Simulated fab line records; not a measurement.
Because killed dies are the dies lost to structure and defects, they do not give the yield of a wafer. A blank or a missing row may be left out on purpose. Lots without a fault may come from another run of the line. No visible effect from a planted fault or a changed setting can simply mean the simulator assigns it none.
A single fault, viewed from 2 desks	flow n5_finfet	only its own numbers are on each desk; what lay behind them is given at the end

FROM THE METROLOGY DESK
What the gauges read, lot by lot, whatever tool the lot ran on: means of the sampled wafers that have a number. A lot is out of limits, marked OUT, if its mean lies more than 4 standard deviations from the usual mean; the brackets give that distance. It has 10 readings; the 7 that lie furthest out on some lot are the ones shown.
Columns: A = DIBL_P at N5_BEOL_M4_RC_MEAS_101, usual 35.9 mV/V; B = IOFF_P at N5_BEOL_M4_RC_MEAS_101, usual 0.21 nA/um; C = ION_P at N5_BEOL_M4_RC_MEAS_101, usual 463 uA/um; D = SS_N at N5_BEOL_M4_RC_MEAS_101, usual 71.4 mV/dec; E = SS_P at N5_BEOL_M4_RC_MEAS_101, usual 73.2 mV/dec; F = VT_N at N5_BEOL_M4_RC_MEAS_101, usual 250 mV; G = VT_P at N5_BEOL_M4_RC_MEAS_101, usual -250 mV
lot	first seen here	A	B	C	D	E	F	G
L678	day 10 00:04	37.5	0.21	474	70.8	73.8	251	-249
L679	day 10 00:40	36.6	0.20	462	71.4	73.2	251	-250
L684	day 11 05:01	36.5	0.24	464	71.7	73.0	250	-246
L692	day 14 08:47	34.8	0.20	459	71.1	72.8	254	-250
This desk found nothing out of limits on any of the 4 lots.

TOOL OWNER'S DESK, rie_diel-05
The tool's own readings at N5_SD_EPI_P_ETCH_37 (etches SOC in N2/H2, overetch 108 nm, time 486 s): means of the sampled wafers that have a number, for each lot that ran on this tool. A lot is out of limits, marked OUT, if its mean lies more than 4 standard deviations from the usual mean; the brackets give that distance.
Columns: A = drypump_motor_current_A at N5_SD_EPI_P_ETCH_37, usual 5.89 A; B = oes_product_au at N5_SD_EPI_P_ETCH_37, usual 0.70 a.u.; C = rf_fwd_power_W at N5_SD_EPI_P_ETCH_37, usual 2997 W; D = rf_vpp_V at N5_SD_EPI_P_ETCH_37, usual 241.4 V; E = showerhead_plenum_p_Torr at N5_SD_EPI_P_ETCH_37, usual 2.59 Torr; F = throttle_valve_pct at N5_SD_EPI_P_ETCH_37, usual 23.8 %
lot	first seen here	A	B	C	D	E	F
L678	day 5 05:25	6.06	0.77	3722 (+75) OUT	223.8 (-12) OUT	2.65	24.0
L679	day 5 12:53	6.28	0.70	3706 (+73) OUT	224.3 (-11) OUT	2.66	24.1
L692	day 8 19:05	5.95	0.75	2995	240.7	2.61	24.0
This desk's finding: out of limits on L678, L679; first on L678, day 5 05:25 (rf_fwd_power_W at N5_SD_EPI_P_ETCH_37). L692: within limits.

BROUGHT TOGETHER
The tool owner's desk had the chance to raise an alarm at day 5 05:25 on L678, L679.
From the metrology desk's view, nothing was out of limits.
The metrology desk holds a record of L678, L679, inside its limits.
All the named lots went through N5_SD_EPI_P_ETCH_37 on rie_diel-05.

WHAT WAS PUT IN BY THE SIMULATOR
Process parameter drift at N5_SD_EPI_P_ETCH_37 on rie_diel-05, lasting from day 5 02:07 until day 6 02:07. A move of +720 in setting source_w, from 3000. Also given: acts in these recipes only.
Shown lots that were struck: L678, L679.
Hours from the fault's start to each desk's first reading out of limits: the tool owner's desk, 3.
